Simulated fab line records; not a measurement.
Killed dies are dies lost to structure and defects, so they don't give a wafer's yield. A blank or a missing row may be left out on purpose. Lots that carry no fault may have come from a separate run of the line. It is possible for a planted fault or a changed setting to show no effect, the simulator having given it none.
fab line records	flow n5Finfet
record: lots: 11	wafers: 29	lastDay: 17
route steps=1938 shown MIM_TOP_LITHO@1848 PASS1_CAP@1873 TV_LITHO@1885 TV_OPEN@1888 PAD_METAL@1894
lots that met no fault: taken from a fault-free run of the same line
startH: hours from the record's first day to the start of the lot's first wafer shown	waitH: time in hours since the lot's previous step	" as in the row above	L1.1+2: one row covering several wafers at once	- no value, or no start was given	* or withheld: withheld	< > ~ a bound
route shown NAME@n: names a module that has steps shown in the file, with the first one's number in the route	usual: mean/standard deviation taken from wafers without a fault	same: alike in all rows	chamber/n: place in a boat	sites: readings site by site	_std_site: standard deviation of those values	_edge_site: mean of outer sites minus mean of inner sites	radiusMm: how far each site lies from the wafer's centre	mask NAME#n: copy n	behind: tool/chamber where the wafer was last shaped	hold: why the lot was held/for how many hours/how that ended	device: names the non-switching transistor (n, p or np)	end of line: at the end of the route, the tests of the same wafers	a step given without rows: its recipe and nothing more	killed: at the first sort, the dies lost to defects and structure; wafer yield is something else	map: the dies of a wafer, with x for killed, . for not killed, _ for no die there
set.NAME: the setting as run; set.NAME@STEP: as run at that earlier step	model.NAME: the simulator's own value behind a step, which no gauge read
steps of the route over a sample of lots; a table a step, a row a wafer
services: a tool's chamber out of use, with start hour (startH, from the record's first day; less than 0 if before it), hours out, and reason
== steps ==
step: N5_MIM_TOP_LITHO_OVL_MEAS_11
recipe: pointsPerWafer: 44
usual: MIM_TOP_OVL: 0/4.7
lot.wafer	tool	chamber	startH	waitH	MIM_TOP_OVL[nm]
L845.2	overlay-02	0	282.77	0.0	3
L845.3	"	0	"	"	-7
L845.5	"	0	"	"	-3
L849.3	overlay-02	0	298.54	0.1	6
L849.4	"	0	"	"	2
L849.5	"	0	"	"	1
L846.2	overlay-02	0	306.43	0.0	2
L846.5	"	0	"	"	1
L846.6	"	0	"	"	-2
L848.1	overlay-02	0	306.59	0.0	0
L848.3	"	0	"	"	3
L848.4	"	0	"	"	4
L852.2	overlay-02	0	313.98	0.0	-8
L852.4	"	0	"	"	-7
L852.5	"	0	"	"	7
L853.2	overlay-02	0	327.40	0.0	0
L853.5	"	0	"	"	3
L853.6	"	0	"	"	3
L856.4	overlay-01	0	339.30	0.0	0
L856.5	"	0	"	"	-5
L856.6	"	0	"	"	1
L855.4	overlay-02	0	357.01	0.0	-1
L857.6	overlay-02	0	364.67	0.0	-6
L865.1	overlay-02	0	399.61	0.0	-6
L865.3	"	0	"	"	-5
L865.5	"	0	"	"	-1
L864.1	overlay-02	0	408.59	0.0	-1
L864.3	"	0	"	"	-4
L864.4	"	0	"	"	-3
step: N5_PASSIVATION_PECVD_55
recipe: material: SiO2	targetThkA: 4000	tempC: 400	precursor: SiH4/N2O	pressureTorr: 2.7	rfW: 608	timeS: 22.5
usual: heaterPowerW: 673/79	showerheadPlenumPTorr: 8.20/0.1	showerheadVppV: 1480/87	throttleValvePct: 52/3.3
lot.wafer	tool	chamber	startH	waitH	heaterPowerW	showerheadPlenumPTorr	showerheadVppV	throttleValvePct
L845.2	pecvd-03	0	284.52	0.0	656	8.08	1503	53
L845.3	"	2	"	"	637	8.21	1342	52
L845.5	"	0	"	"	685	8.09	1536	52
L849.3	pecvd-01	1	300.31	0.0	738	8.13	1433	59
L849.4	"	2	"	"	681	8.14	1601	49
L849.5	"	1	"	"	743	8.14	1452	59
L848.1	pecvd-03	2	308.73	0.0	722	8.22	1337	52
L848.3	"	1	"	"	713	8.37	1460	48
L848.4	"	1	"	"	740	8.42	1452	49
L846.2	pecvd-01	1	308.78	0.0	717	8.15	1426	59
L846.5	"	1	"	"	730	8.11	1470	59
L846.6	"	2	"	"	682	8.14	1625	49
L852.2	pecvd-03	1	315.75	0.0	690	8.39	1478	49
L852.4	"	1	"	"	718	8.41	1448	48
L852.5	"	2	"	"	726	8.22	1359	52
L853.2	pecvd-03	2	329.29	0.0	599	8.24	1351	52
L853.5	"	0	"	"	631	8.09	1555	53
L853.6	"	2	"	"	611	8.23	1336	52
L856.4	pecvd-01	1	342.15	0.0	728	8.13	1450	59
L856.5	"	0	"	"	657	8.12	1399	51
L856.6	"	2	"	"	652	8.14	1635	49
L855.4	pecvd-03	2	358.72	0.0	675	8.24	1339	52
L857.6	pecvd-03	0	366.43	0.0	683	8.09	1526	52
L865.1	pecvd-04	0	401.47	0.0	444	8.22	1534	57
L865.3	"	2	"	"	582	8.18	1521	48
L865.5	"	2	"	"	599	8.20	1553	49
L864.1	pecvd-01	0	410.45	0.0	785	8.10	1402	51
L864.3	"	2	"	"	678	8.15	1574	49
L864.4	"	0	"	"	796	8.12	1434	51
step: N5_PASSIVATION_INSPECT_61
recipe: mode: adi	inspectInstrument: macro
usual: rawDefectCount: 2.2/1.4
lot.wafer	tool	chamber	startH	waitH	rawDefectCount
L845.2	defectInspect-02	-	285.22	0.0	0
L845.3	"	-	"	"	3
L845.5	"	-	"	"	1
L849.3	defectInspect-02	-	301.05	0.0	0
L849.4	"	-	"	"	0
L849.5	"	-	"	"	0
L848.1	defectInspect-01	-	309.31	0.0	1
L848.3	"	-	"	"	0
L848.4	"	-	"	"	2
L846.2	defectInspect-02	-	309.47	0.0	1
L846.5	"	-	"	"	5
L846.6	"	-	"	"	2
L852.2	defectInspect-02	-	318.87	0.0	2
L852.4	"	-	"	"	3
L852.5	"	-	"	"	1
L853.2	defectInspect-02	-	330.13	0.3	2
L853.5	"	-	"	"	2
L853.6	"	-	"	"	4
L856.4	defectInspect-02	-	343.14	0.0	4
L856.5	"	-	"	"	1
L856.6	"	-	"	"	2
L855.4	defectInspect-01	-	360.86	0.0	2
L857.6	defectInspect-01	-	367.38	0.0	2
L865.1	defectInspect-01	-	402.11	0.0	1
L865.3	"	-	"	"	2
L865.5	"	-	"	"	5
L864.1	defectInspect-02	-	410.97	0.0	3
L864.3	"	-	"	"	2
L864.4	"	-	"	"	3
step: N5_PASSIVATION_VIA_ETCH_13
recipe: chemistry: CHF3/O2	target: SiO2	targetDepthA: 6600	CHF3_flow_sccm: 50	O2_flow_sccm: 5	Ar_flow_sccm: 200	timeS: 330	maskMaterial: PR	pressureMtorr: 30	sourceW: 650	biasW: 170	ionEnergyEv: 200	ends: cleared
usual: drypumpMotorCurrentA: 5.5/0.49	etchRfOnTimeS: 236/4.1	mfcArSccm: 199.8/0.58	oesProductAu: 0.67/0.059	rfVppV: 521/10	showerheadPlenumPTorr: 2.43/0.097	throttleValvePct: 19.07/0.22
lot.wafer	tool	chamber	startH	waitH	drypumpMotorCurrentA	etchRfOnTimeS	mfcArSccm	oesProductAu	rfHoursCounterH	rfVppV	showerheadPlenumPTorr	throttleValvePct
L845.2	rieDiel-01	1	285.43	0.0	5.8	237	200.2	0.74	69	529	2.52	19.03
L845.3	"	3	"	"	5.2	225	199.7	0.67	186	515	2.41	19.26
L845.5	"	1	"	"	5.8	237	200.2	0.74	-	525	2.52	19.03
L849.3	rieDiel-03	1	301.39	0.0	5.2	239	200.5	0.63	189	504	2.40	19.19
L849.4	"	2	"	"	6.4	241	198.7	0.65	191	539	2.49	18.80
L849.5	"	1	"	"	5.2	238	200.9	0.63	-	504	2.40	19.20
L848.1	rieDiel-02	0	309.50	0.0	5.3	235	199.8	0.64	209	522	2.40	19.25
L848.3	"	3	"	"	5.7	235	199.7	0.73	95	525	2.55	18.98
L848.4	"	2	"	"	6.1	234	200.2	0.68	150	519	2.23	19.29
L846.2	rieDiel-03	2	309.66	0.0	6.4	234	200.3	0.64	194	540	2.49	18.80
L846.5	"	1	"	"	5.2	235	200.3	0.63	-	504	2.40	19.19
L846.6	"	2	"	"	6.4	238	200.3	0.64	-	540	2.49	18.78
L852.2	rieDiel-02	0	319.06	0.0	5.3	237	199.7	0.63	213	522	2.40	19.25
L852.4	"	2	"	"	6.1	236	199.7	0.67	153	521	2.22	19.29
L852.5	"	1	"	"	4.9	240	198.9	0.62	-	524	2.29	18.71
L853.2	rieDiel-03	1	330.32	0.0	5.2	236	200.0	0.63	199	503	2.40	19.19
L853.5	"	2	"	"	6.4	289	199.5	0.64	-	538	2.49	18.81
L853.6	"	0	"	"	5.3	239	199.7	0.63	-	507	2.39	19.26
L856.4	rieDiel-03	3	343.51	0.1	5.8	241	199.9	0.65	-	536	2.50	19.00
L856.5	"	2	"	"	6.4	241	199.3	0.63	-	538	2.49	18.81
L856.6	"	0	"	"	5.3	236	198.9	0.63	-	507	2.39	19.29
L855.4	rieDiel-01	2	361.44	0.0	4.8	227	200.0	0.77	68	515	2.54	18.90
L857.6	rieDiel-03	1	367.67	0.1	5.2	289	198.5	0.62	-	504	2.39	19.22
L865.1	rieDiel-03	2	402.30	0.0	6.4	237	200.7	0.63	225	539	2.48	18.84
L865.3	"	1	"	"	5.2	236	199.8	0.62	218	505	2.39	19.24
L865.5	"	0	"	"	5.4	238	199.4	0.63	-	509	2.38	19.33
L864.1	rieDiel-02	1	411.32	0.0	4.9	223	199.8	0.87	14	531	2.58	18.39
L864.3	"	2	"	"	6.1	232	199.7	0.64	186	522	2.21	19.33
L864.4	"	0	"	"	5.3	234	200.5	0.61	245	523	2.39	19.31
step: N5_PASSIVATION_PRE_CLEAN_19
recipe: gas: H2/He	timeS: *	tempC: *
usual: heaterPowerW: 491/33
lot.wafer	tool	chamber	startH	waitH	heaterPowerW
L845.2	pvdSputter-03	-	286.71	0.0	458
L845.3	"	-	"	"	565
L845.5	"	-	"	"	495
L849.3	pvdSputter-02	-	303.05	0.0	503
L849.4	"	-	"	"	491
L849.5	"	-	"	"	546
L848.1	pvdSputter-03	-	310.30	0.0	453
L848.3	"	-	"	"	479
L848.4	"	-	"	"	448
L846.2	pvdSputter-01	-	311.72	0.0	463
L846.5	"	-	"	"	491
L846.6	"	-	"	"	447
L852.2	pvdSputter-02	-	320.26	0.0	491
L852.4	"	-	"	"	494
L852.5	"	-	"	"	523
L853.2	pvdSputter-02	-	331.50	0.0	501
L853.5	"	-	"	"	485
L853.6	"	-	"	"	481
L856.4	pvdSputter-02	-	344.38	0.0	510
L856.5	"	-	"	"	496
L856.6	"	-	"	"	523
L855.4	pvdSputter-02	-	362.46	0.0	489
L857.6	pvdSputter-02	-	368.61	0.0	485
L865.1	pvdSputter-03	-	403.15	0.0	452
L865.3	"	-	"	"	541
L865.5	"	-	"	"	460
L864.1	pvdSputter-03	-	411.87	0.0	554
L864.3	"	-	"	"	467
L864.4	"	-	"	"	457
== services ==
tool	chamber	startH	hours	kind
pecvd-03	0	262.20	2.1	scheduledDown
pecvd-04	-	275.15	6.0	pm
pvdSputter-02	-	285.64	5.0	repair
rieDiel-02	2	286.38	3.2	repair
pecvd-01	1	290.76	2.1	scheduledDown
pecvd-03	-	311.16	3.1	repair
pecvd-01	1	320.58	8.3	repair
rieDiel-03	3	322.36	15.4	repair
pecvd-01	0	329.59	2.1	scheduledDown
rieDiel-03	1	337.77	14.5	repair
pvdSputter-03	-	338.72	1.8	repair
rieDiel-01	-	341.60	14.6	pm
pecvd-04	-	357.43	0.9	repair
pecvd-04	-	368.56	4.9	repair
pecvd-01	-	379.19	2.8	pm
rieDiel-03	0	382.92	3.2	repair
pecvd-01	1	383.62	-	clean
pecvd-01	1	383.62	-	consumableReplace:showerhead
pecvd-01	1	383.62	29.0	scheduledDown
rieDiel-03	2	389.57	5.6	repair
pecvd-03	2	397.38	3.8	repair
pvdSputter-01	-	400.66	0.8	repair
pecvd-01	-	402.20	0.8	pm
pvdSputter-03	-	404.95	2.1	repair
== key ==
firstSign: step: N5_PASSIVATION_VIA_ETCH_13	reading: etchRfOnTimeS	direction: up	sigmas: 13	usual: *	struck: *
effect none on later readings
metAt N5_PASSIVATION_PECVD_55
struckLots L853,L857
struckWafers L853.5,L857.6
notActingAt N5_MIM_TOP_LITHO_OVL_MEAS_11,N5_PASSIVATION_INSPECT_61,N5_PASSIVATION_PRE_CLEAN_19
onsetBetween 284.52 329.29
fault: kind: processParameterDrift	tool: pecvd-03	chamber: 0	onsetH: 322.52	steps: N5_PASSIVATION_PECVD_55	channel: timeS	offset: *	shape: step	actsIn: *	stated: *
